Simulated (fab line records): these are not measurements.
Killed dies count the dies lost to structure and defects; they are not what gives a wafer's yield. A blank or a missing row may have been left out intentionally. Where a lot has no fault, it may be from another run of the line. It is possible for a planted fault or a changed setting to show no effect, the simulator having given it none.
Comparing a struck lot with a sound one    flow n5-finfet    14 steps out of a route of 1938
Sound: these wafers, L886.2, L886.4, L886.5. Wafers struck: L891.4, L891.5, L891.6. The cause is named last.
Per side, at each step with rows, come the tool, then ch with its chambers, and then its first start. Under that, the readings that differ: sound wafers    struck wafers    difference of the means    sigmas: that difference in standard deviations of wafers without a fault.
alike: readings with means less than 2 such deviations apart, plus words and numbers identical on both sides. not compared: withheld readings, readings lacking a value on some wafer, bounds such as >300 that could conceal the same value, and numbers that have no deviation in the record and whose values overlap.
Wherever a step has rows on one side only, a row that says differs or no value, or a row with sigmas, the two part there. Numbers that don't overlap but have no deviation are shown without sigmas and don't part them. A reading that every wafer of one side lacks parts them only if that side has two wafers or more.

N5_BEOL_M0_SAQP_RECESS_109: chemistry HF/NH3, target SiO2, target depth 3 nm, afs cycles 1, sublimation time 60 s.
  sound on vapor-etch-02 ch 0,1, day 6 17:46; struck on vapor-etch-01 ch 0,1, day 7 21:14
  alike: drypump-motor-current-A
N5_BEOL_M0_SAQP_SPACER2_ALD_26: deposits SiO2, target thk 15 nm, pulse time 1 s, purge time 2 s.
  sound on ald-sin-04 ch 1,2,3, day 6 18:12; struck on ald-sin-02 ch 0,2,3, day 7 21:20
  alike: heater-power-w, precursor-pulse-height-rel
N5_BEOL_M0_SAQP_SPACER2_ETCHBACK_27: etches SiO2 in CHF3/O2, target depth 22.5 nm, time 11.25 s.
  sound on rie-diel-01 ch 0,1,3, day 6 18:47; struck on rie-diel-05 ch 2,3, day 7 21:53
  alike: drypump-motor-current-A, oes-product-au, rf-vpp-V, showerhead-plenum-p-Torr, throttle-valve-pct
  not compared: rf-hours-counter-h
N5_BEOL_M0_SAQP_MANDREL2_REMOVE_110: chemistry HBr/Cl2/O2, target a-Si, stops on SiCN, bt time 10 s.
  sound on rie-si-03 ch 1,2, day 6 18:52; struck on rie-si-04 ch 0,1,2, day 7 21:58
  alike: drypump-motor-current-A, mfc-cl2-sccm, oes-product-au, throttle-valve-pct
  not compared: rf-hours-counter-h
N5_BEOL_M0_SAQP_CD_MEAS_29: target cd 14.4 nm.
  sound on cd-sem-02 ch 0, day 6 18:59; struck on cd-sem-02 ch 0, day 7 22:05
  alike: cd-nm
then, 7 steps without rows for these wafers: N5_BEOL_M0_SAQP_COAT_69 (time 60 s, resist thk 90 nm); N5_BEOL_M0_SAQP_COAT_72 (time 60 s, resist thk 15 nm); N5_BEOL_M0_SAQP_COAT_87 (time 60 s, resist thk 5 nm); N5_BEOL_M0_SAQP_COAT_34 (resist thk 30 nm); N5_BEOL_M0_SAQP_EBR_36; N5_BEOL_M0_SAQP_SOFTBAKE_35 (time 60 s); N5_BEOL_M0_SAQP_EXPOSE_37 (exposes mask M0 CUT1, target cd 30 nm).
N5_BEOL_M0_SAQP_PEB_38: peb time 60 s.
  sound on litho-track-03 ch 0, day 6 19:21; struck on litho-track-05, day 7 22:27
  no value came back on the struck wafers for chill-plate-temp-C (C), exhaust-pa (Pa), resist-line-temp-C (C); on the sound wafers chill-plate-temp-C (C) reads 22.78 22.97 22.93
then, 1 step without rows for these wafers: N5_BEOL_M0_SAQP_DEVELOP_39 (develop time 30 s).

== WHERE THEY PART ==
At N5_BEOL_M0_SAQP_PEB_38 and nowhere else, as far as this record goes.

WHY: the cause the simulator had injected
Entire step skipped (litho-track-05, N5_BEOL_M0_SAQP_PEB_38), from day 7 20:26 onward. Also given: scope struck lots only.
